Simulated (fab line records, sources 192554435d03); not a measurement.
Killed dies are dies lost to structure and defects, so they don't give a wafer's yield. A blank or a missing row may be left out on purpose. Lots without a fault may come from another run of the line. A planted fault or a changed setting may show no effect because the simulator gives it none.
Which tool did it? | flow n5_finfet | 10 lots, 29 wafers sampled, at 4 steps of a route of 1938

WHAT THE GAUGES READ, wafer by wafer
N5_BEOL_M4_RC_MEAS_101.
lot  | measured     | on        | CJ_N
L606 | day 9 02:08  | prober-02 | 4.39 4.33 4.40
L607 | day 9 03:11  | prober-01 | 3.76 3.81 3.80
L608 | day 9 07:03  | prober-02 | 3.61 3.84 3.67
L609 | day 9 06:25  | prober-01 | 3.75 3.79 3.90
L618 | day 12 03:38 | prober-02 | 4.41 4.40 4.29
L619 | day 11 20:23 | prober-02 | 4.35 4.37 4.20
L620 | day 12 13:44 | prober-01 | 4.34 4.38 4.35
L623 | day 12 22:20 | prober-01 | 4.28 4.25 4.25
L624 | day 13 17:22 | prober-01 | 4.37 4.41 4.39
L626 | day 14 00:10 | prober-01 | 4.33 4.19

WHICH TOOL RAN EACH LOT (tool, then ch and the chambers of the sampled wafers, then the start)
lot  | N5_ZERO_LAYER_ETCH_17             | N5_WELL_APT_DESCUM_13             | N5_WELL_APT_IMPLANT_32
L606 | rie_diel-02 ch 0,1,3, day 2 00:44 | rie_diel-06 ch 0,1,2, day 2 01:41 | implanter-02 ch 0, day 2 03:05
L607 | rie_diel-05 ch 0,1,3, day 2 06:51 | rie_diel-06 ch 0,1, day 2 07:47   | implanter-02 ch 0, day 2 09:20
L608 | rie_diel-05 ch 0,1,3, day 2 12:47 | rie_diel-06 ch 2,3, day 2 13:52   | implanter-02 ch 0, day 2 15:18
L609 | rie_diel-04 ch 0,1,2, day 2 19:25 | rie_diel-01 ch 0,1,2, day 2 21:07 | implanter-02 ch 0, day 2 22:52
L618 | rie_diel-05 ch 0,2, day 5 00:43   | rie_diel-06 ch 1,2, day 5 02:03   | implanter-02 ch 0, day 5 03:35
L619 | rie_diel-05 ch 0,1,2, day 5 06:50 | rie_diel-03 ch 1,2, day 5 07:53   | implanter-02 ch 0, day 5 09:19
L620 | rie_diel-04 ch 0,3, day 5 12:50   | rie_diel-06 ch 0,1, day 5 14:02   | implanter-02 ch 0, day 5 15:26
L623 | rie_diel-02 ch 2,3, day 6 06:43   | rie_diel-06 ch 0,2, day 6 07:41   | implanter-02 ch 0, day 6 09:22
L624 | rie_diel-05 ch 0,3, day 6 12:50   | rie_diel-01 ch 1,2,3, day 6 13:46 | implanter-02 ch 0, day 6 15:17
L626 | rie_diel-02 ch 0,1, day 7 00:44   | rie_diel-06 ch 0,2, day 7 01:43   | implanter-01 ch 0, day 7 03:13
- N5_ZERO_LAYER_ETCH_17: etches SiO2 in CF4, target depth 12 nm, time 13.3 s.
- N5_WELL_APT_DESCUM_13: chemistry O2, time 7.9 s.
- N5_WELL_APT_IMPLANT_32

THE ANSWER, worked out from the rows above alone
Rule: what is usual is taken from the lots themselves. Put in order of their means at a reading, lots are off if they are a third of the lots or fewer, leave a main group of 4 or more, and stand apart from it by a gap of 3 or more times the standard deviation of the main group's means; of several such gaps the widest counts. A main group whose means are all the same, to the digits that the tables above print for the reading, isn't used. A lot without any number at a reading at which 4 lots or more have one is off too. The other lots that the step has rows for count as sound.
Off: L607, L608, L609, at N5_BEOL_M4_RC_MEAS_101 (CJ_N). The main group: mean 4.33, standard deviation 0.051.
A tool fits if, at a process step before that reading, it ran every lot that is off, and no sound lot after the first of them. The gauges at N5_BEOL_M4_RC_MEAS_101 are tried like those tools. None of those tried fits.

WHAT THE SIMULATOR HAD PUT IN
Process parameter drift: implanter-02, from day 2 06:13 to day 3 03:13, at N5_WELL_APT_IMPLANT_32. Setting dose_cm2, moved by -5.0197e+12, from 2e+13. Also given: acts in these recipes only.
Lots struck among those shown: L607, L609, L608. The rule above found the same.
